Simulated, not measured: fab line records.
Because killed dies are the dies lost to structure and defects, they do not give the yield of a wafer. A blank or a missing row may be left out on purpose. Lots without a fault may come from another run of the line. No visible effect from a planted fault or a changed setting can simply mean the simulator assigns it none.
fab line records -- flow nandHarc
[record] lots = 24, wafers = 72, lastDay = 25
route steps=1159 shown P_M0@269 P_M1@299 P_M2@334
lots that met no fault: from a run of the same line without faults
startH: the number of hours between the record's first day and the start of the first shown wafer of the lot -- waitH: hours from the lot's prior step to this one -- " unchanged from the row above -- L1.1+2: several wafers, shown together as one row -- - either no value or no given start -- * or withheld: withheld -- < > ~ a bound
route shown NAME@n: NAME is a module with steps in the file, n the number in the route of the first one -- usual: average and standard deviation across the fault-free wafers -- same: alike in all rows -- chamber/n: place in a boat -- sites: readings site by site -- _std_site: the standard deviation of these -- _edge_site: mean of outer sites minus mean of inner sites -- radiusMm: for every site, how far away it sits from the centre of the wafer -- mask NAME#n: copy n -- behind: the most recent tool/chamber to have shaped the wafer -- hold: what put the lot on hold/how long, in hours/how the hold closed -- device: which transistor (n, p or np) failed to switch -- end of line: the tests these same wafers got at the end of their route -- a step given without rows: its recipe and nothing more -- killed: at the first sort, the dies lost to defects and structure; wafer yield is something else -- map: shows each die of a wafer: x if killed, . if not, _ if none is there
set.NAME: setting as actually run; set.NAME@STEP: the setting as run at that earlier step -- model.NAME: the simulator's own value behind a step, which no gauge read
the route's steps for a sample of lots (tables are steps, rows are wafers)
services: the hour from which a tool's chamber was out of use, counted from the record's first day as startH (under 0 if before that day), plus the number of hours and why
[[steps]]
[step NHARC_P_M0_CD_MEAS_16]
[usual] cdNm = 89.6/0.83
lot.wafer,tool,chamber,startH,waitH,cdNm
L074.3,cdSem-03,-,122.17,-,91.5
L074.4,cdSem-03,-,122.17,-,91.0
L074.5,cdSem-03,-,122.17,-,88.9
L076.2,cdSem-01,-,128.05,-,89.8
L076.3,cdSem-01,-,128.05,-,89.4
L076.6,cdSem-01,-,128.05,-,89.4
L075.2,cdSem-03,-,128.75,-,90.7
L075.4,cdSem-03,-,128.75,-,90.7
L075.5,cdSem-03,-,128.75,-,90.0
L077.1,cdSem-01,-,132.98,-,90.0
L077.4,cdSem-01,-,132.98,-,89.3
L077.5,cdSem-01,-,132.98,-,89.5
L079.1,cdSem-03,-,137.75,-,90.6
L079.4,cdSem-03,-,137.75,-,89.9
L079.5,cdSem-03,-,137.75,-,90.0
L078.1,cdSem-02,-,141.14,-,88.2
L078.3,cdSem-02,-,141.14,-,89.3
L078.4,cdSem-02,-,141.14,-,88.8
L080.2,cdSem-01,-,153.14,-,90.1
L080.5,cdSem-01,-,153.14,-,90.1
L080.6,cdSem-01,-,153.14,-,89.9
L081.2,cdSem-02,-,161.64,-,87.9
L081.4,cdSem-02,-,161.64,-,88.9
L081.6,cdSem-02,-,161.64,-,88.5
L082.1,cdSem-03,-,167.50,-,89.0
L082.2,cdSem-03,-,167.50,-,89.7
L082.6,cdSem-03,-,167.50,-,89.4
L083.3,cdSem-01,-,171.17,-,90.2
L083.4,cdSem-01,-,171.17,-,89.4
L083.5,cdSem-01,-,171.17,-,90.0
L084.1,cdSem-02,-,172.06,-,90.5
L084.3,cdSem-02,-,172.06,-,89.9
L084.4,cdSem-02,-,172.06,-,90.8
L087.2,cdSem-01,-,190.92,-,89.3
L087.4,cdSem-01,-,190.92,-,89.3
L087.5,cdSem-01,-,190.92,-,89.1
L088.1,cdSem-02,-,191.43,-,89.9
L088.3,cdSem-02,-,191.43,-,89.0
L088.6,cdSem-02,-,191.43,-,89.1
L086.2,cdSem-03,-,193.57,-,88.0
L086.3,cdSem-03,-,193.57,-,88.8
L086.5,cdSem-03,-,193.57,-,88.2
L085.1,cdSem-03,-,203.98,-,89.2
L085.2,cdSem-03,-,203.98,-,91.0
L085.3,cdSem-03,-,203.98,-,88.8
L089.3,cdSem-03,-,211.83,-,89.3
L089.5,cdSem-03,-,211.83,-,88.5
L089.6,cdSem-03,-,211.83,-,89.8
L091.3,cdSem-02,-,215.36,-,88.8
L091.4,cdSem-02,-,215.36,-,89.1
L091.5,cdSem-02,-,215.36,-,88.1
L090.1,cdSem-03,-,215.84,-,89.2
L090.4,cdSem-03,-,215.84,-,89.2
L090.5,cdSem-03,-,215.84,-,89.4
L093.1,cdSem-03,-,227.85,-,89.9
L093.3,cdSem-03,-,227.85,-,90.6
L093.5,cdSem-03,-,227.85,-,90.1
L092.3,cdSem-01,-,232.77,-,90.5
L092.5,cdSem-01,-,232.77,-,90.5
L092.6,cdSem-01,-,232.77,-,90.2
L094.1,cdSem-01,-,237.64,-,89.1
L094.3,cdSem-01,-,237.64,-,88.6
L094.6,cdSem-01,-,237.64,-,90.2
L097.1,cdSem-01,-,251.11,-,89.2
L097.2,cdSem-01,-,251.11,-,88.8
L097.6,cdSem-01,-,251.11,-,90.5
L095.1,cdSem-01,-,251.78,-,89.6
L095.3,cdSem-01,-,251.78,-,89.5
L095.5,cdSem-01,-,251.78,-,89.1
L096.2,cdSem-03,-,257.87,-,90.2
L096.4,cdSem-03,-,257.87,-,91.6
L096.5,cdSem-03,-,257.87,-,90.2
[step NHARC_P_M0_PVD_20]
[recipe] targetThkA = 50, biasV = 168.6, powerW = 15000, chamberPressurePa = 0.12, timeS = 8.06, substrateTempC = 50, material = TaN
[usual] substrateTempC = 50.01/0.12, throttleValvePct = 30.2/0.83
lot.wafer,tool,chamber,startH,waitH,substrateTempC,throttleValvePct
L074.3,pvdSputter-01,-,-,-,50.05,31.6
L074.4,pvdSputter-01,-,-,-,50.14,29.2
L074.5,pvdSputter-01,-,-,-,50.19,29.3
L076.3,pvdSputter-03,-,-,-,49.89,29.4
L076.2,pvdSputter-03,-,-,-,50.07,30.5
L076.6,pvdSputter-03,-,-,-,49.70,29.6
L075.4,pvdSputter-01,-,-,-,50.13,29.3
L075.2,pvdSputter-01,-,-,-,50.09,32.1
L075.5,pvdSputter-01,-,-,-,49.98,31.3
L077.4,pvdSputter-02,-,-,-,50.00,31.0
L077.1,pvdSputter-02,-,-,-,50.09,29.9
L077.5,pvdSputter-02,-,-,-,49.98,28.6
L079.4,pvdSputter-02,-,-,-,50.08,29.8
L079.1,pvdSputter-02,-,-,-,50.09,31.1
L079.5,pvdSputter-02,-,-,-,49.88,31.0
L078.4,pvdSputter-02,-,-,-,50.06,29.8
L078.3,pvdSputter-02,-,-,-,50.03,28.6
L078.1,pvdSputter-02,-,-,-,50.07,31.1
L080.2,pvdSputter-03,-,-,-,49.95,30.6
L080.5,pvdSputter-03,-,-,-,50.12,30.7
L080.6,pvdSputter-03,-,-,-,49.81,30.3
L081.4,pvdSputter-03,-,-,-,50.23,30.5
L081.2,pvdSputter-03,-,-,-,49.97,30.5
L081.6,pvdSputter-03,-,-,-,50.12,30.5
L082.1,pvdSputter-02,-,-,-,50.01,30.4
L082.2,pvdSputter-02,-,-,-,50.09,29.8
L082.6,pvdSputter-02,-,-,-,50.18,30.6
L083.4,pvdSputter-03,-,-,-,49.81,30.4
L083.3,pvdSputter-03,-,-,-,49.97,30.4
L083.5,pvdSputter-03,-,-,-,49.80,30.9
L084.3,pvdSputter-03,-,-,-,50.14,30.5
L084.4,pvdSputter-03,-,-,-,50.02,29.6
L084.1,pvdSputter-03,-,-,-,50.08,30.5
L087.2,pvdSputter-01,-,-,-,49.98,29.6
L087.4,pvdSputter-01,-,-,-,49.91,29.9
L087.5,pvdSputter-01,-,-,-,50.03,31.1
L088.3,pvdSputter-02,-,-,-,50.08,31.2
L088.1,pvdSputter-02,-,-,-,49.81,28.4
L088.6,pvdSputter-02,-,-,-,49.80,29.8
L086.3,pvdSputter-02,-,-,-,50.19,28.8
L086.2,pvdSputter-02,-,-,-,50.31,29.8
L086.5,pvdSputter-02,-,-,-,50.15,31.0
L085.3,pvdSputter-03,-,-,-,49.82,29.7
L085.2,pvdSputter-03,-,-,-,50.12,30.5
L085.1,pvdSputter-03,-,-,-,50.05,30.2
L089.3,pvdSputter-03,-,-,-,49.96,30.8
L089.6,pvdSputter-03,-,-,-,49.85,30.4
L089.5,pvdSputter-03,-,-,-,50.01,30.5
L091.4,pvdSputter-01,-,-,-,50.05,29.8
L091.3,pvdSputter-01,-,-,-,49.96,29.9
L091.5,pvdSputter-01,-,-,-,50.07,29.9
L090.4,pvdSputter-01,-,-,-,49.97,29.7
L090.1,pvdSputter-01,-,-,-,49.84,29.7
L090.5,pvdSputter-01,-,-,-,49.99,31.1
L093.1,pvdSputter-02,-,-,-,50.24,30.7
L093.3,pvdSputter-02,-,-,-,50.10,29.0
L093.5,pvdSputter-02,-,-,-,50.22,30.9
L092.3,pvdSputter-03,-,-,-,49.96,30.4
L092.5,pvdSputter-03,-,-,-,50.06,30.4
L092.6,pvdSputter-03,-,-,-,49.88,29.8
L094.3,pvdSputter-02,-,-,-,49.92,30.6
L094.1,pvdSputter-02,-,-,-,50.09,30.9
L094.6,pvdSputter-02,-,-,-,50.06,28.2
L097.2,pvdSputter-03,-,-,-,49.96,30.7
L097.1,pvdSputter-03,-,-,-,49.86,30.7
L097.6,pvdSputter-03,-,-,-,49.95,29.9
L095.3,pvdSputter-03,-,-,-,49.84,30.6
L095.1,pvdSputter-03,-,-,-,50.01,29.9
L095.5,pvdSputter-03,-,-,-,50.19,30.5
L096.4,pvdSputter-01,-,-,-,50.23,29.7
L096.2,pvdSputter-01,-,-,-,50.15,30.8
L096.5,pvdSputter-01,-,-,-,50.26,29.7
[step NHARC_P_M1_ETCH_35]
[recipe] targetDepthA = 400, overetchA = 120, timeS = 43.94, ionEnergyEv = 200, n2FlowSccm = 150, h2FlowSccm = 150, arFlowSccm = 0, rfW = 400, biasW = 150, chemistry = N2/H2
[usual] biasW = 150.1/0.44, drypumpMotorCurrentA = 5.8/0.34, mfcArSccm = 0.008/0.011, oesProductAu = 0.996/0.01, rfVppV = 431.3/2.8, showerheadPlenumPTorr = 2.07/0.1, throttleValvePct = 14.172/0.0095
lot.wafer,tool,chamber,startH,waitH,biasW,drypumpMotorCurrentA,mfcArSccm,oesProductAu,rfHoursCounterH,rfVppV,showerheadPlenumPTorr,throttleValvePct
L074.4,rieDiel-02,0,126.05,0.1,149.7,5.7,0,1.008,8,431.6,2.09,14.167
L074.3,rieDiel-02,2,126.05,0.1,149.9,5.5,0.006,0.988,10,434.8,2.18,14.167
L074.5,rieDiel-02,0,126.05,0.1,149.7,5.7,0,0.999,-,432.0,2.09,14.176
L076.2,rieDiel-02,0,131.90,0.1,150.1,5.7,0,0.988,9,433.2,2.09,14.177
L076.3,rieDiel-02,3,131.90,0.1,150.7,5.8,0.021,0.993,10,433.5,2.16,14.164
L076.6,rieDiel-02,0,131.90,0.1,149.8,5.8,0,1.004,-,432.5,2.09,14.174
L075.2,rieDiel-02,3,132.50,0.1,150.5,5.8,0.021,1.003,10,434.0,2.16,14.161
L075.4,rieDiel-02,1,132.50,0.1,150.0,6.2,0.013,0.982,7,428.2,1.90,14.171
L075.5,rieDiel-02,2,132.50,0.1,150.0,5.5,0.006,0.980,-,434.3,2.18,14.176
L077.1,rieDiel-13,2,136.87,0.1,149.7,5.2,0,0.995,2,427.9,1.94,14.156
L077.4,rieDiel-13,1,136.87,0.1,150.4,5.9,0.033,0.995,2,429.8,2.06,14.171
L077.5,rieDiel-13,2,136.87,0.1,149.2,5.2,0,0.993,-,428.9,1.94,14.160
L079.1,rieDiel-13,1,141.64,0.1,150.1,5.9,0.033,0.991,2,431.2,2.06,14.157
L079.4,rieDiel-13,2,141.64,0.1,150.2,5.2,0,0.983,3,428.6,1.94,14.157
L079.5,rieDiel-13,2,141.64,0.1,150.4,5.2,0,0.995,-,427.7,1.94,14.178
L078.1,rieDiel-10,3,144.99,0.1,150.4,6.2,0.022,1.012,4,431.1,2.04,14.186
L078.3,rieDiel-10,1,144.99,0.1,149.6,5.7,0,0.989,3,436.9,2.21,14.172
L078.4,rieDiel-10,2,144.99,0.1,150.5,6.0,0,0.991,4,428.2,1.93,14.155
L080.2,rieDiel-13,1,157.15,0.1,149.9,5.9,0.033,0.998,3,429.7,2.06,14.166
L080.5,rieDiel-13,1,157.15,0.1,149.7,5.9,0.033,0.985,-,431.5,2.06,14.175
L080.6,rieDiel-13,2,157.15,0.1,150.7,5.2,0,0.980,-,427.0,1.94,14.176
L081.2,rieDiel-10,2,165.99,0.1,149.6,6.0,0,0.988,5,428.1,1.93,14.174
L081.4,rieDiel-10,3,165.99,0.1,150.5,6.1,0.022,0.996,4,431.0,2.04,14.188
L081.6,rieDiel-10,2,165.99,0.1,150.9,6.1,0,0.987,-,428.9,1.93,14.168
L082.2,rieDiel-10,0,171.47,0.1,149.8,6.1,0.007,0.985,5,430.7,2.05,14.177
L082.1,rieDiel-10,2,171.47,0.1,149.8,6.0,0,0.988,5,428.1,1.93,14.184
L082.6,rieDiel-10,1,171.47,0.1,149.4,5.8,0,0.985,-,435.5,2.21,14.176
L083.4,rieDiel-13,3,174.91,0.1,149.4,5.5,0,1.000,5,430.6,2.05,14.175
L083.3,rieDiel-13,1,174.91,0.1,149.8,5.9,0.033,0.998,4,429.5,2.06,14.178
L083.5,rieDiel-13,3,174.91,0.1,149.6,5.6,0,0.991,-,431.3,2.05,14.182
L084.3,rieDiel-13,0,176.11,0.1,150.4,5.3,0,0.997,5,434.9,2.20,14.170
L084.1,rieDiel-13,1,176.11,0.1,149.9,5.9,0.033,1.002,4,430.5,2.06,14.189
L084.4,rieDiel-13,2,176.11,0.1,149.5,5.2,0,0.988,4,427.1,1.94,14.176
L087.2,rieDiel-02,0,194.84,0.1,150.9,5.7,0,0.995,3,432.8,2.09,14.178
L087.4,rieDiel-02,1,194.84,0.1,149.7,6.2,0.013,0.988,3,426.4,1.89,14.181
L087.5,rieDiel-02,3,194.84,0.1,150.5,5.8,0.021,1.005,-,432.6,2.16,14.164
L088.1,rieDiel-02,1,195.32,0.1,150.9,6.3,0.013,0.988,3,426.2,1.89,14.167
L088.3,rieDiel-02,3,195.32,0.1,150.3,5.8,0.021,1.003,3,434.2,2.16,14.156
L088.6,rieDiel-02,2,195.32,0.1,149.5,5.5,0.006,0.989,-,434.7,2.18,14.156
L086.3,rieDiel-10,0,197.44,0.1,149.9,6.2,0.007,0.999,0,431.4,2.05,14.178
L086.2,rieDiel-10,1,197.44,0.1,149.7,5.7,0,1.000,0,435.9,2.21,14.173
L086.5,rieDiel-10,2,197.44,0.1,149.3,6.1,0,0.991,-,427.8,1.93,14.174
L085.2,rieDiel-10,1,208.09,0.1,150.4,5.8,0,1.005,0,435.3,2.21,14.165
L085.1,rieDiel-10,2,208.09,0.1,149.7,6.0,0,0.995,1,427.0,1.93,14.169
L085.3,rieDiel-10,0,208.09,0.1,150.7,6.1,0.007,1.027,1,431.8,2.05,14.168
L089.3,rieDiel-02,0,215.55,0.1,150.3,5.7,0,1.004,4,430.8,2.09,14.176
L089.6,rieDiel-02,2,215.55,0.1,150.5,5.5,0.006,0.999,-,434.1,2.18,14.193
L089.5,rieDiel-02,3,215.55,0.1,150.1,5.8,0.021,1.000,-,433.3,2.16,14.164
L091.4,rieDiel-10,3,219.20,0.1,149.8,6.2,0.022,1.003,1,429.6,2.04,14.151
L091.3,rieDiel-10,1,219.20,0.1,150.5,5.8,0,0.998,1,434.6,2.21,14.180
L091.5,rieDiel-10,0,219.20,0.1,149.7,6.1,0.007,1.001,-,430.6,2.05,14.168
L090.1,rieDiel-13,0,220.03,0.1,149.2,5.2,0,0.987,9,434.3,2.20,14.146
L090.4,rieDiel-13,2,220.03,0.1,150.2,5.2,0,0.988,9,428.8,1.94,14.169
L090.5,rieDiel-13,0,220.03,0.1,149.5,5.2,0,0.992,-,434.4,2.20,14.158
L093.3,rieDiel-10,1,231.73,0.1,150.7,5.7,0,0.998,1,432.9,2.21,14.175
L093.1,rieDiel-10,3,231.73,0.1,150.0,6.2,0.022,1.014,1,428.5,2.04,14.178
L093.5,rieDiel-10,0,231.73,0.1,149.8,6.1,0.007,1.007,-,431.2,2.05,14.173
L092.3,rieDiel-10,1,236.98,0.1,150.5,5.7,0,0.989,1,435.2,2.21,14.156
L092.5,rieDiel-10,2,236.98,0.1,150.0,6.1,0,0.994,-,427.7,1.93,14.169
L092.6,rieDiel-10,3,236.98,0.1,149.7,6.2,0.022,1.015,-,431.1,2.04,14.180
L094.1,rieDiel-13,2,241.83,0.1,149.6,5.2,0,0.982,12,428.7,1.94,14.177
L094.3,rieDiel-13,3,241.83,0.1,150.2,5.6,0,0.992,12,431.2,2.05,14.171
L094.6,rieDiel-13,3,241.83,0.1,150.1,5.6,0,0.992,-,430.3,2.05,14.172
L097.2,rieDiel-10,1,254.97,0.1,150.4,5.8,0,0.995,1,435.0,2.21,14.171
L097.1,rieDiel-10,3,254.97,0.1,150.1,6.1,0.022,1.002,2,430.5,2.04,14.169
L097.6,rieDiel-10,0,254.97,0.1,150.4,6.1,0.007,1.020,-,431.6,2.05,14.163
L095.1,rieDiel-13,0,255.70,0.1,150.4,5.2,0,0.979,13,433.7,2.19,14.163
L095.3,rieDiel-13,2,255.70,0.1,149.5,5.2,0,0.978,13,426.8,1.93,14.173
L095.5,rieDiel-13,3,255.70,0.1,150.4,5.6,0,0.982,-,431.0,2.05,14.182
L096.2,rieDiel-13,1,261.82,0.1,150.7,5.9,0.033,0.993,12,430.6,2.05,14.183
L096.4,rieDiel-13,3,261.82,0.1,150.2,5.6,0,0.999,14,430.3,2.05,14.181
L096.5,rieDiel-13,2,261.82,0.1,149.1,5.2,0,0.981,-,427.4,1.93,14.169
[step NHARC_P_M1_CD_MEAS_16]
[usual] cdNm = 130.1/0.94
lot.wafer,tool,chamber,startH,waitH,cdNm
L074.3,cdSem-01,-,126.27,-,129.6
L074.4,cdSem-01,-,126.27,-,131.2
L074.5,cdSem-01,-,126.27,-,130.1
L076.2,cdSem-02,-,132.12,-,130.8
L076.3,cdSem-02,-,132.12,-,129.9
L076.6,cdSem-02,-,132.12,-,130.3
L075.2,cdSem-01,-,132.72,-,129.3
L075.4,cdSem-01,-,132.72,-,129.8
L075.5,cdSem-01,-,132.72,-,128.3
L077.1,cdSem-01,-,137.09,-,128.4
L077.4,cdSem-01,-,137.09,-,129.8
L077.5,cdSem-01,-,137.09,-,128.6
L079.1,cdSem-03,-,141.86,-,129.8
L079.4,cdSem-03,-,141.86,-,130.4
L079.5,cdSem-03,-,141.86,-,129.7
L078.1,cdSem-02,-,145.21,-,131.5
L078.3,cdSem-02,-,145.21,-,129.4
L078.4,cdSem-02,-,145.21,-,129.3
L080.2,cdSem-02,-,157.38,-,129.9
L080.5,cdSem-02,-,157.38,-,130.2
L080.6,cdSem-02,-,157.38,-,129.4
L081.2,cdSem-03,-,166.20,-,130.3
L081.4,cdSem-03,-,166.20,-,131.9
L081.6,cdSem-03,-,166.20,-,130.8
L082.1,cdSem-01,-,171.70,-,127.9
L082.2,cdSem-01,-,171.70,-,130.1
L082.6,cdSem-01,-,171.70,-,130.2
L083.3,cdSem-02,-,175.14,-,129.0
L083.4,cdSem-02,-,175.14,-,129.7
L083.5,cdSem-02,-,175.14,-,129.5
L084.1,cdSem-02,-,176.32,-,130.6
L084.3,cdSem-02,-,176.32,-,130.0
L084.4,cdSem-02,-,176.32,-,128.2
L087.2,cdSem-01,-,195.06,-,129.7
L087.4,cdSem-01,-,195.06,-,131.4
L087.5,cdSem-01,-,195.06,-,130.3
L088.1,cdSem-01,-,195.53,-,131.2
L088.3,cdSem-01,-,195.53,-,130.3
L088.6,cdSem-01,-,195.53,-,129.7
L086.2,cdSem-01,-,197.65,-,130.7
L086.3,cdSem-01,-,197.65,-,131.1
L086.5,cdSem-01,-,197.65,-,130.9
L085.1,cdSem-02,-,208.31,-,129.9
L085.2,cdSem-02,-,208.31,-,130.2
L085.3,cdSem-02,-,208.31,-,130.5
L089.3,cdSem-01,-,215.77,-,131.5
L089.5,cdSem-01,-,215.77,-,130.6
L089.6,cdSem-01,-,215.77,-,131.0
L091.3,cdSem-02,-,219.42,-,132.3
L091.4,cdSem-02,-,219.42,-,129.8
L091.5,cdSem-02,-,219.42,-,130.2
L090.1,cdSem-03,-,220.24,-,129.5
L090.4,cdSem-03,-,220.24,-,129.2
L090.5,cdSem-03,-,220.24,-,130.0
L093.1,cdSem-03,-,231.95,-,132.2
L093.3,cdSem-03,-,231.95,-,131.0
L093.5,cdSem-03,-,231.95,-,130.8
L092.3,cdSem-01,-,237.19,-,130.1
L092.5,cdSem-01,-,237.19,-,131.1
L092.6,cdSem-01,-,237.19,-,130.6
L094.1,cdSem-01,-,242.07,-,128.9
L094.3,cdSem-01,-,242.07,-,129.7
L094.6,cdSem-01,-,242.07,-,128.9
L097.1,cdSem-01,-,255.18,-,130.8
L097.2,cdSem-01,-,255.18,-,132.5
L097.6,cdSem-01,-,255.18,-,131.3
L095.1,cdSem-03,-,255.91,-,130.4
L095.3,cdSem-03,-,255.91,-,129.5
L095.5,cdSem-03,-,255.91,-,129.9
L096.2,cdSem-02,-,262.04,-,130.3
L096.4,cdSem-02,-,262.04,-,129.4
L096.5,cdSem-02,-,262.04,-,130.3
[step NHARC_P_M2_CD_MEAS_16]
[usual] cdNm = 170.3/0.82
lot.wafer,tool,chamber,startH,waitH,cdNm
L074.3,cdSem-02,-,130.46,-,171.0
L074.4,cdSem-02,-,130.46,-,171.4
L074.5,cdSem-02,-,130.46,-,172.2
L076.2,cdSem-03,-,136.67,-,169.0
L076.3,cdSem-03,-,136.67,-,169.5
L076.6,cdSem-03,-,136.67,-,169.3
L075.2,cdSem-02,-,137.03,-,170.6
L075.4,cdSem-02,-,137.03,-,172.0
L075.5,cdSem-02,-,137.03,-,170.1
L077.1,cdSem-02,-,141.32,-,168.2
L077.4,cdSem-02,-,141.32,-,169.9
L077.5,cdSem-02,-,141.32,-,170.9
L079.1,cdSem-03,-,146.17,-,170.2
L079.4,cdSem-03,-,146.17,-,171.2
L079.5,cdSem-03,-,146.17,-,170.8
L078.1,cdSem-03,-,149.57,-,170.5
L078.3,cdSem-03,-,149.57,-,170.6
L078.4,cdSem-03,-,149.57,-,169.8
L080.2,cdSem-02,-,161.39,-,170.2
L080.5,cdSem-02,-,161.39,-,170.2
L080.6,cdSem-02,-,161.39,-,169.2
L081.2,cdSem-03,-,170.93,-,169.9
L081.4,cdSem-03,-,170.93,-,170.5
L081.6,cdSem-03,-,170.93,-,167.9
L082.1,cdSem-02,-,175.84,-,168.8
L082.2,cdSem-02,-,175.84,-,170.6
L082.6,cdSem-02,-,175.84,-,169.4
L083.3,cdSem-01,-,179.35,-,170.2
L083.4,cdSem-01,-,179.35,-,169.4
L083.5,cdSem-01,-,179.35,-,170.3
L084.1,cdSem-03,-,180.52,-,170.4
L084.3,cdSem-03,-,180.52,-,169.9
L084.4,cdSem-03,-,180.52,-,169.9
L087.2,cdSem-03,-,199.20,-,169.2
L087.4,cdSem-03,-,199.20,-,171.2
L087.5,cdSem-03,-,199.20,-,170.1
L088.1,cdSem-02,-,199.57,-,170.1
L088.3,cdSem-02,-,199.57,-,170.2
L088.6,cdSem-02,-,199.57,-,171.7
L086.2,cdSem-03,-,201.83,-,170.6
L086.3,cdSem-03,-,201.83,-,169.9
L086.5,cdSem-03,-,201.83,-,169.2
L085.1,cdSem-03,-,212.60,-,170.8
L085.2,cdSem-03,-,212.60,-,171.1
L085.3,cdSem-03,-,212.60,-,171.2
L089.3,cdSem-01,-,219.91,-,171.4
L089.5,cdSem-01,-,219.91,-,170.6
L089.6,cdSem-01,-,219.91,-,169.9
L091.3,cdSem-01,-,223.59,-,170.3
L091.4,cdSem-01,-,223.59,-,170.4
L091.5,cdSem-01,-,223.59,-,168.9
L090.1,cdSem-02,-,224.43,-,169.2
L090.4,cdSem-02,-,224.43,-,169.7
L090.5,cdSem-02,-,224.43,-,169.4
L093.1,cdSem-03,-,236.25,-,170.8
L093.3,cdSem-03,-,236.25,-,168.8
L093.5,cdSem-03,-,236.25,-,169.8
L092.3,cdSem-02,-,241.62,-,170.4
L092.5,cdSem-02,-,241.62,-,171.4
L092.6,cdSem-02,-,241.62,-,170.8
L094.1,cdSem-03,-,246.46,-,169.9
L094.3,cdSem-03,-,246.46,-,170.5
L094.6,cdSem-03,-,246.46,-,169.5
L097.1,cdSem-02,-,259.55,-,171.2
L097.2,cdSem-02,-,259.55,-,170.3
L097.6,cdSem-02,-,259.55,-,169.9
L095.1,cdSem-01,-,260.67,-,169.5
L095.3,cdSem-01,-,260.67,-,171.5
L095.5,cdSem-01,-,260.67,-,170.6
L096.2,cdSem-01,-,266.16,-,169.3
L096.4,cdSem-01,-,266.16,-,169.9
L096.5,cdSem-01,-,266.16,-,170.8
[step NHARC_P_M2_ANNEAL_31]
[recipe] tempC = 225, timeS = 90
[usual] wafer_temp_C_max = 225.7/0.32
lot.wafer,tool,chamber,startH,waitH,wafer_temp_C_max
L074.3,rtpAnneal-02,0,132.04,0.3,225.4
L074.4,rtpAnneal-02,0,132.04,0.3,225.2
L074.5,rtpAnneal-02,0,132.04,0.3,225.3
L076.2,rtpAnneal-02,0,138.22,-,225.6
L076.3,rtpAnneal-02,0,138.22,-,225.6
L076.6,rtpAnneal-02,0,138.22,-,225.6
L075.2,rtpAnneal-02,0,138.85,0.4,225.8
L075.4,rtpAnneal-02,0,138.85,0.4,225.6
L075.5,rtpAnneal-02,0,138.85,0.4,225.7
L077.1,rtpAnneal-02,0,142.99,0.4,225.4
L077.4,rtpAnneal-02,0,142.99,0.4,225.7
L077.5,rtpAnneal-02,0,142.99,0.4,225.5
L079.1,rtpAnneal-01,0,147.64,-,225.9
L079.4,rtpAnneal-01,0,147.64,-,226.2
L079.5,rtpAnneal-01,0,147.64,-,226.1
L078.1,rtpAnneal-02,0,151.03,0.3,225.7
L078.3,rtpAnneal-02,0,151.03,0.3,225.8
L078.4,rtpAnneal-02,0,151.03,0.3,225.3
L080.2,rtpAnneal-02,0,163.00,-,225.6
L080.5,rtpAnneal-02,0,163.00,-,225.4
L080.6,rtpAnneal-02,0,163.00,-,225.6
L081.2,rtpAnneal-02,0,172.43,-,225.4
L081.4,rtpAnneal-02,0,172.43,-,225.4
L081.6,rtpAnneal-02,0,172.43,-,225.1
L082.1,rtpAnneal-01,0,177.30,-,226.5
L082.2,rtpAnneal-01,0,177.30,-,226.4
L082.6,rtpAnneal-01,0,177.30,-,226.7
L083.3,rtpAnneal-02,0,181.52,-,225.7
L083.4,rtpAnneal-02,0,181.52,-,225.4
L083.5,rtpAnneal-02,0,181.52,-,225.6
L084.1,rtpAnneal-02,0,182.61,0.3,225.5
L084.3,rtpAnneal-02,0,182.61,0.3,225.6
L084.4,rtpAnneal-02,0,182.61,0.3,225.4
L087.2,rtpAnneal-01,0,200.78,0.3,225.7
L087.4,rtpAnneal-01,0,200.78,0.3,225.9
L087.5,rtpAnneal-01,0,200.78,0.3,226.3
L088.1,rtpAnneal-02,0,201.05,-,225.5
L088.3,rtpAnneal-02,0,201.05,-,225.4
L088.6,rtpAnneal-02,0,201.05,-,225.5
L086.2,rtpAnneal-01,0,203.33,-,225.8
L086.3,rtpAnneal-01,0,203.33,-,226.0
L086.5,rtpAnneal-01,0,203.33,-,225.9
L085.1,rtpAnneal-01,0,214.27,-,226.4
L085.2,rtpAnneal-01,0,214.27,-,226.2
L085.3,rtpAnneal-01,0,214.27,-,225.9
L089.3,rtpAnneal-01,0,221.57,0.3,225.5
L089.5,rtpAnneal-01,0,221.57,0.3,225.9
L089.6,rtpAnneal-01,0,221.57,0.3,225.8
L091.3,rtpAnneal-02,0,225.14,-,225.5
L091.4,rtpAnneal-02,0,225.14,-,225.7
L091.5,rtpAnneal-02,0,225.14,-,225.5
L090.1,rtpAnneal-01,0,225.88,-,226.1
L090.4,rtpAnneal-01,0,225.88,-,226.7
L090.5,rtpAnneal-01,0,225.88,-,225.8
L093.1,rtpAnneal-02,0,237.70,-,225.7
L093.3,rtpAnneal-02,0,237.70,-,225.4
L093.5,rtpAnneal-02,0,237.70,-,225.7
L092.3,rtpAnneal-02,0,243.25,-,225.4
L092.5,rtpAnneal-02,0,243.25,-,225.5
L092.6,rtpAnneal-02,0,243.25,-,225.3
L094.1,rtpAnneal-01,0,247.91,0.3,226.0
L094.3,rtpAnneal-01,0,247.91,0.3,225.8
L094.6,rtpAnneal-01,0,247.91,0.3,226.3
L097.1,rtpAnneal-02,0,261.63,0.3,225.4
L097.2,rtpAnneal-02,0,261.63,0.3,225.5
L097.6,rtpAnneal-02,0,261.63,0.3,225.4
L095.1,rtpAnneal-01,0,262.28,0.3,225.7
L095.3,rtpAnneal-01,0,262.28,0.3,225.9
L095.5,rtpAnneal-01,0,262.28,0.3,225.8
L096.2,rtpAnneal-01,0,267.69,0.4,225.9
L096.4,rtpAnneal-01,0,267.69,0.4,225.9
L096.5,rtpAnneal-01,0,267.69,0.4,226.1
[[services]]
tool,chamber,startH,hours,kind
rieDiel-13,-,99.00,9.0,pm
rieDiel-13,0,99.00,9.0,ventCycle
rieDiel-13,1,99.00,9.0,ventCycle
rieDiel-13,2,99.00,9.0,ventCycle
rieDiel-13,3,99.00,9.0,ventCycle
pvdSputter-03,-,102.00,10.0,pm
rieDiel-10,0,106.50,-,clean
rieDiel-10,1,106.50,-,clean
rieDiel-10,2,106.50,-,clean
rieDiel-02,1,108.31,12.7,repair
rieDiel-10,1,109.11,3.0,repair
pvdSputter-01,-,111.61,9.5,repair
rieDiel-10,1,150.52,11.2,repair
rieDiel-10,3,150.57,6.8,repair
rieDiel-02,-,150.70,9.0,pm
rieDiel-13,2,158.71,4.8,repair
rieDiel-10,-,176.50,9.0,pm
pvdSputter-02,-,214.02,10.0,pm
pvdSputter-01,-,219.63,4.7,repair
rieDiel-10,0,224.04,5.8,repair
pvdSputter-01,-,229.52,4.9,repair
rieDiel-13,-,230.35,0.8,repair
rieDiel-13,1,233.97,10.8,repair
pvdSputter-03,-,257.71,13.6,repair
[[key]]
fault none
